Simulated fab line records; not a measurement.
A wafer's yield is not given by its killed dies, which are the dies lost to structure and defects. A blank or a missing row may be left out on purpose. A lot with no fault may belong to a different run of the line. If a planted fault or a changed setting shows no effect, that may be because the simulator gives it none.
Matching of chambers -- flow n5 finfet -- 3 sister chambers for N5_BEOL_M8_PECVD_70 on pecvd-02
The step deposits SiO2 from TEOS/O2, target thk 20 nm, time 22.7 s. 18 wafers are shown with their chamber, then 9 later ones without.

## EACH WAFER AND ITS CHAMBER
wafer,chamber,throttle valve pct (%),showerhead plenum p Torr (Torr),heater power w (W)
L074.1,0,22.6,8.79,770
L074.3,2,21.0,8.74,861
L074.6,1,22.8,8.85,978
L075.1,2,21.3,8.76,827
L075.4,0,22.5,8.77,707
L075.5,2,21.5,8.76,828
L080.2,0,22.8,8.82,698
L080.3,1,22.5,8.85,905
L080.4,0,22.6,8.79,684
L081.1,1,22.9,8.83,766
L081.3,2,21.1,8.78,785
L081.6,1,22.4,8.86,799
L091.4,0,22.8,8.81,689
L091.5,2,21.5,8.77,786
L091.6,1,22.4,8.85,926
L092.1,0,22.8,8.81,715
L092.2,1,22.4,8.86,910
L092.4,1,22.6,8.85,904

SIGNATURES (means of the wafers above)
reading,chamber 0,chamber 1,chamber 2,scatter within a chamber
throttle valve pct,22.683,22.571,21.280,0.192
showerhead plenum p Torr,8.7983,8.8500,8.7620,0.0145
heater power w,710.50,884.00,817.40,53.1
Rule: a wafer lies at a distance from a chamber equal to the root of the sum of squares, over the readings, of (its reading less the chamber's mean, divided by the reading's scatter). The wafer belongs to the nearest chamber; if the next one is less than 2 further off, it can't be placed. How the scatter is found: for the shown wafers, subtract from each reading the mean of its chamber, square and add these, divide the total by (wafers less chambers), then take the root.

## WAFERS WITH NO CHAMBER GIVEN
wafer,throttle valve pct (%),showerhead plenum p Torr (Torr),heater power w (W)
L093.1,22.8,8.84,863
L093.3,22.9,8.81,740
L093.4,21.0,8.77,925
L095.2,22.7,8.84,668
L095.4,21.3,8.79,877
L095.5,22.6,8.84,944
L094.1,22.7,8.87,748
L094.3,22.6,8.83,737
L094.6,22.7,8.83,748

## WHICH CHAMBER EACH ONE RAN IN
wafer,from the rows above,in truth
L093.1,1,1
L093.3,0,0
L093.4,2,2
L095.2,can't be placed: 0 or 1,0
L095.4,2,2
L095.5,1,1
L094.1,1,1
L094.3,can't be placed: 0 or 1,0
L094.6,can't be placed: 0 or 1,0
Correct placement for 6 of the 9. Unplaceable from these rows: 3, with the true chamber sitting among the candidates in 3. Placed wrongly: 0.
